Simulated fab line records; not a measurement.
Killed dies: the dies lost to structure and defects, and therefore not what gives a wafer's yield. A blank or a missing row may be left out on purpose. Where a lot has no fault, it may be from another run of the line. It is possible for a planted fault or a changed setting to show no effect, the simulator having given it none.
Matching of chambers -- flow nand harc -- NHARC_A_STAIRCASE_DEP_301 on pecvd-02: 3 sister chambers
The step deposits SiON, target thk 30 nm. 16 wafers are shown with their chamber, then 8 later ones without.

== EACH WAFER AND ITS CHAMBER ==
wafer,chamber,heater power w (W)
L076.1,2,639
L076.2,1,524
L076.4,2,632
L074.2,0,717
L074.5,0,741
L074.6,1,622
L081.3,1,622
L081.4,2,736
L081.6,1,610
L085.4,1,572
L085.5,0,667
L085.6,2,709
L094.3,0,683
L094.4,2,754
L094.5,0,693
L095.3,1,604

SIGNATURES (averages over the wafers above)
reading,chamber 0,chamber 1,chamber 2,scatter within a chamber
heater power w,700.20,592.33,694.00,42.2
Rule: for each reading, subtract the chamber's mean from the wafer's reading, divide by that reading's scatter and square the result; add these up over the readings and take the root, which gives the wafer's distance from the chamber. The wafer belongs to the nearest chamber; if the next one is less than 2 further off, it can't be placed. The scatter: take each reading less its chamber's mean, square it, sum over the shown wafers, divide by the number of wafers less the number of chambers, and take the root.

== WAFERS WITHOUT THEIR CHAMBER ==
wafer,heater power w (W)
L095.4,780
L095.6,678
L095.1,764
L095.2,692
L095.5,582
L097.2,519
L097.3,725
L097.6,753

== WHICH CHAMBER EACH WENT THROUGH ==
wafer,from the rows above,in truth
L095.4,can't be placed: 0 or 2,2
L095.6,can't be placed: 2 or 0 or 1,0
L095.1,can't be placed: 0 or 2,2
L095.2,can't be placed: 2 or 0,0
L095.5,1,1
L097.2,1,1
L097.3,can't be placed: 0 or 2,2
L097.6,can't be placed: 0 or 2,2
2 of 8 placed correctly. Not placeable from these rows: 6 (in 6, the candidates include the true chamber). Wrongly placed: 0.
